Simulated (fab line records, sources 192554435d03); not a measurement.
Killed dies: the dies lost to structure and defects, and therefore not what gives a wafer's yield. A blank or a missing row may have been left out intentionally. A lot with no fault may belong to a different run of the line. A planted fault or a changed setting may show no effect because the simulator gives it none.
Chamber matching -- flow n5 finfet -- N5_BEOL_M10_STRIP_67 on rie diel-05 has 4 sister chambers
The step strips in CF4. 20 wafers are shown with their chamber, then 10 later ones without.

== WAFERS WITH THEIR CHAMBER ==
wafer,chamber,drypump motor current A (A),showerhead plenum p Torr (Torr),throttle valve pct (%)
L076.3,0,5.9,1.75,13.64
L076.4,1,5.1,1.81,13.39
L076.6,0,5.9,1.75,13.65
L077.2,0,5.9,1.75,13.65
L077.4,3,6.1,1.78,13.89
L077.6,0,5.9,1.75,13.66
L081.1,2,4.8,1.71,13.73
L081.4,3,6.1,1.78,13.91
L081.5,0,5.9,1.75,13.68
L082.2,1,5.1,1.81,13.41
L082.4,0,5.9,1.75,13.68
L082.5,1,5.1,1.81,13.40
L085.2,3,6.1,1.77,13.93
L085.3,2,4.8,1.70,13.76
L085.6,1,5.1,1.81,13.43
L091.2,0,5.9,1.75,13.73
L091.5,2,4.8,1.70,13.81
L091.6,3,6.1,1.77,13.94
L090.2,2,4.9,1.70,13.80
L090.3,1,5.1,1.81,13.45

SIGNATURES (averages over the wafers above)
reading,chamber 0,chamber 1,chamber 2,chamber 3,scatter within a chamber
drypump motor current A,5.900,5.100,4.825,6.100,0.0217
showerhead plenum p Torr,1.7500,1.8100,1.7025,1.7750,0.00331
throttle valve pct,13.6700,13.4160,13.7750,13.9175,0.029
Rule: for a wafer and a chamber, the distance is found by dividing, reading by reading, the gap between the wafer's reading and the chamber's mean by the reading's scatter, squaring, summing and taking the root. If the next closest chamber is less than 2 further off than the closest, the wafer can't be placed; otherwise it belongs to the closest. How the scatter is found: for the shown wafers, subtract from each reading the mean of its chamber, square and add these, divide the total by (wafers less chambers), then take the root.

== WAFERS WITH NO CHAMBER GIVEN ==
wafer,drypump motor current A (A),showerhead plenum p Torr (Torr),throttle valve pct (%)
L090.5,5.9,1.74,13.74
L095.2,4.9,1.70,13.80
L095.4,4.8,1.70,13.81
L095.5,6.1,1.77,13.40
L097.3,6.1,1.77,13.39
L097.4,4.8,1.70,13.81
L097.6,4.8,1.70,13.82
L096.1,4.8,1.70,13.81
L096.4,5.8,1.74,13.74
L096.6,5.9,1.74,13.74

== THE CHAMBER EACH PASSED THROUGH ==
wafer,from the rows above,in truth
L090.5,0,0
L095.2,2,2
L095.4,2,2
L095.5,0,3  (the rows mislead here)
L097.3,0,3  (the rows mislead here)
L097.4,2,2
L097.6,2,2
L096.1,2,2
L096.4,0,0
L096.6,0,0
Placed correctly: 8 of 10. Number that these rows cannot place: 0. Placed wrongly: 2.
